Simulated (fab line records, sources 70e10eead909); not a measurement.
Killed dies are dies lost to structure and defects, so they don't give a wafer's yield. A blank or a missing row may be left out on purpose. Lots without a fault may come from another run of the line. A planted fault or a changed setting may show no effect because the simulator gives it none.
One fault seen from 3 desks | flow nand_harc | each desk has only its own numbers; what lay behind them comes last

THE METROLOGY DESK
What the gauges read, lot by lot, whatever tool the lot ran on: means of the sampled wafers that have a number. A lot is out of limits, marked OUT, if its mean lies more than 4 standard deviations from the usual mean; the brackets give that distance.
Columns: A = trench_depth_nm at NHARC_P_STI_OCD_MEAS_17, usual 300 nm; B = trench_foot_cd_nm at NHARC_P_STI_OCD_MEAS_17, usual 157.2 nm
lot  | first seen here | A   | B
L430 | day 2 22:45     | 299 | 153.3
L432 | day 3 17:48     | 301 | 156.0
L436 | day 5 09:32     | 301 | 154.3
L437 | day 5 18:54     | 303 | 157.4
L438 | day 6 05:45     | 301 | 161.6
L443 | day 8 09:02     | 302 | 155.9
L444 | day 8 16:12     | 294 | 158.9
L445 | day 9 01:54     | 295 | 158.8
L446 | day 9 12:19     | 296 | 160.2
L449 | day 10 22:58    | 301 | 154.6
L450 | day 11 05:39    | 301 | 159.3
L451 | day 11 13:43    | 301 | 158.1
L452 | day 12 01:58    | 299 | 158.8
L453 | day 12 11:24    | 301 | 161.2
This desk's finding: nothing out of limits on any of the 14 lots.

THE TOOL OWNER'S DESK: furnace-02
The tool's own readings at NHARC_P_GATE_OXIDE_02 (material SiO2, target thk 37.5 nm, ox time 365 s): means of the sampled wafers that have a number, for each lot that ran on this tool. A lot is out of limits, marked OUT, if its mean lies more than 4 standard deviations from the usual mean; the brackets give that distance.
Columns: A = ox_temp_c at NHARC_P_GATE_OXIDE_02, usual 950.0 C; B = spike_tc_lower_C at NHARC_P_GATE_OXIDE_02, usual 951.7 C
lot  | first seen here | A     | B
L430 | day 4 10:55     | 949.7 | 950.8
L436 | day 6 18:42     | 950.2 | 952.1
L444 | day 10 07:38    | 950.2 | 953.2
L445 | day 10 07:38    | 949.5 | 953.6
L453 | day 13 19:25    | 950.3 | 953.0
This desk's finding: nothing out of limits on any of the 5 lots.

THE DEFECT DESK
What the inspections along the route counted, lot by lot: means of the sampled wafers that have a number. A lot is out of limits, marked OUT, if its mean lies more than 4 standard deviations from the usual mean; the brackets give that distance.
Columns: A = raw_defect_count at NHARC_P_STI_INSPECT_11, usual 6
lot  | first seen here | A
L430 | day 2 22:05     | 13
L432 | day 3 17:08     | 5
L436 | day 5 08:52     | 6
L437 | day 5 18:11     | 4
L438 | day 6 05:05     | 7
L443 | day 8 08:20     | 3
L444 | day 8 15:32     | 6
L445 | day 9 01:14     | 6
L446 | day 9 11:38     | 6
L449 | day 10 22:17    | 8
L450 | day 11 04:59    | 4
L451 | day 11 13:02    | 6
L452 | day 12 01:19    | 4
L453 | day 12 10:44    | 7
This desk's finding: nothing out of limits on any of the 14 lots.

PUT TOGETHER
The metrology desk saw nothing out of limits.
The tool owner's desk saw nothing out of limits.
The defect desk saw nothing out of limits.

WHAT THE SIMULATOR HAD PUT IN
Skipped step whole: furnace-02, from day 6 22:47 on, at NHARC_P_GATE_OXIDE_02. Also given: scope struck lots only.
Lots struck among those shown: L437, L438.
